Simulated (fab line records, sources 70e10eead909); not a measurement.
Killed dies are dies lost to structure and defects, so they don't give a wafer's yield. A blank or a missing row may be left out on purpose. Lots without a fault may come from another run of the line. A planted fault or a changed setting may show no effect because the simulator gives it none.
Which tool did it? | flow nand_harc | 6 lots, 18 wafers sampled, at 3 steps of a route of 1302

WHAT THE GAUGES READ, wafer by wafer
NHARC_P_GATE_CD_MEAS_26: target cd 120 nm.
lot  | measured     | on        | cd_nm (nm)
L729 | day 5 08:52  | cd_sem-02 | 119.0 120.2 119.4
L733 | day 7 01:22  | cd_sem-03 | 120.6 120.4 120.1
L737 | day 8 20:58  | cd_sem-02 | 113.0 112.7 112.8
L745 | day 12 00:24 | cd_sem-02 | 119.3 119.8 119.8
L747 | day 12 20:27 | cd_sem-01 | 119.1 119.4 119.4
L750 | day 14 02:26 | cd_sem-02 | 120.1 119.6 119.8

WHICH TOOL RAN EACH LOT (tool, then ch and the chambers of the sampled wafers, then the start)
lot  | NHARC_P_STI_CMP_21            | NHARC_P_GATE_EXPOSE_23
L729 | cmp-01 ch 1,2,3, day 4 01:59  | arfi_scanner-02 ch 0, day 5 08:43
L733 | cmp-03 ch 0,1,2, day 5 18:08  | arfi_scanner-02 ch 0, day 7 01:13
L737 | cmp-02 ch 0,1,3, day 7 14:22  | arfi_scanner-02 ch 0, day 8 20:50
L745 | cmp-02 ch 1,2,3, day 10 15:08 | arfi_scanner-02 ch 0, day 12 00:16
L747 | cmp-02 ch 1,2,3, day 11 13:52 | arfi_scanner-03 ch 0, day 12 20:19
L750 | cmp-01 ch 0,2,3, day 12 19:00 | arfi_scanner-01 ch 0, day 14 02:18
- NHARC_P_STI_CMP_21: polishes, t overpolish 20 s, target thk 380.67 nm.
- NHARC_P_GATE_EXPOSE_23: exposes mask P GATE, target cd 120 nm.

THE ANSWER, worked out from the rows above alone
Rule: what is usual is taken from the lots themselves. Put in order of their means at a reading, lots are off if they are a third of the lots or fewer, leave a main group of 4 or more, and stand apart from it by a gap of 3 or more times the standard deviation of the main group's means; of several such gaps the widest counts. A main group whose means are all the same, to the digits that the tables above print for the reading, isn't used. A lot without any number at a reading at which 4 lots or more have one is off too. The other lots that the step has rows for count as sound.
Off: L737, at NHARC_P_GATE_CD_MEAS_26 (cd_nm). The main group: mean 119.7 nm, standard deviation 0.36.
A tool fits if, at a process step before that reading, it ran every lot that is off, and no sound lot after the first of them. The gauges at NHARC_P_GATE_CD_MEAS_26 are tried like those tools. None of those tried fits.

WHAT THE SIMULATOR HAD PUT IN
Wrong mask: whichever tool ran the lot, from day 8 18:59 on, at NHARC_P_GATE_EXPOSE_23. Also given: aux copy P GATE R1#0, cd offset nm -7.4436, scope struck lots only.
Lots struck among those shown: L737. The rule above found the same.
